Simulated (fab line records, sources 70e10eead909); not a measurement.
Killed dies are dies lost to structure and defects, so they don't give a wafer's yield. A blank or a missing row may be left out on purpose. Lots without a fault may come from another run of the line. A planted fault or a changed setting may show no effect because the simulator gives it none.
One fault seen from 2 desks | flow nand_harc | each desk has only its own numbers; what lay behind them comes last

THE METROLOGY DESK
What the gauges read, lot by lot, whatever tool the lot ran on: means of the sampled wafers that have a number. A lot is out of limits, marked OUT, if its mean lies more than 4 standard deviations from the usual mean; the brackets give that distance.
Columns: A = cd_nm at NHARC_P_M0_CD_MEAS_09, usual 90.2 nm; B = overlay_x_nm at NHARC_P_M0_OVL_MEAS_10, usual -0.1 nm; C = overlay_y_nm at NHARC_P_M0_OVL_MEAS_10, usual 0.1 nm
lot  | first seen here | A              | B    | C
L659 | day 5 20:10     | 89.8           | -0.1 | 0.3
L660 | day 6 10:58     | 90.0           | -0.6 | 0.5
L662 | day 6 14:37     | 90.2           | 0.6  | 0.9
L663 | day 7 01:14     | 89.6           | -1.2 | 0.3
L668 | day 8 01:58     | 97.7 (+15) OUT | -0.4 | -0.7
L666 | day 8 02:56     | 96.0 (+12) OUT | 0.4  | -0.3
L675 | day 9 22:26     | 90.6           | 0.6  | -1.5
L677 | day 10 03:56    | 90.1           | -0.7 | 0.3
L678 | day 10 11:35    | 89.6           | -0.7 | 0.0
L679 | day 10 23:49    | 90.1           | 0.1  | -0.9
L682 | day 11 07:46    | 90.4           | 1.1  | 0.5
This desk's finding: out of limits on L666, L668; first on L668, day 8 01:58 (cd_nm at NHARC_P_M0_CD_MEAS_09). In limits: L659, L660, L662, L663, L675, L677, L678, L679, L682.

THE TOOL OWNER'S DESK: arfi_scanner-02
The tool's own readings at NHARC_P_M0_EXPOSE_06 (exposes mask P M0, target cd 90 nm): means of the sampled wafers that have a number, for each lot that ran on this tool. A lot is out of limits, marked OUT, if its mean lies more than 4 standard deviations from the usual mean; the brackets give that distance.
Columns: A = exposure_dose_mJ_cm2 at NHARC_P_M0_EXPOSE_06, usual 81.28
lot  | first seen here | A
L660 | day 6 10:50     | 81.30
L663 | day 7 01:05     | 81.34
L668 | day 8 01:49     | 91.61 (+99 or more) OUT
L666 | day 8 02:48     | 89.46 (+99 or more) OUT
This desk's finding: out of limits on L666, L668; first on L668, day 8 01:49 (exposure_dose_mJ_cm2 at NHARC_P_M0_EXPOSE_06). In limits: L660, L663.

PUT TOGETHER
The tool owner's desk could have raised an alarm at day 8 01:49, on L666, L668.
The metrology desk could have raised an alarm at day 8 01:58, on L666, L668.
Of the lots named, all ran NHARC_P_M0_EXPOSE_06 on arfi_scanner-02.

WHAT THE SIMULATOR HAD PUT IN
Process parameter drift: arfi_scanner-02, from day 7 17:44 on, at NHARC_P_M0_EXPOSE_06. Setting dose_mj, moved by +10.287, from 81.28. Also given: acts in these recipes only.
Lots struck among those shown: L666, L668.
Hours from the fault's start to each desk's first reading out of limits: the tool owner's desk, 8; the metrology desk, 8.
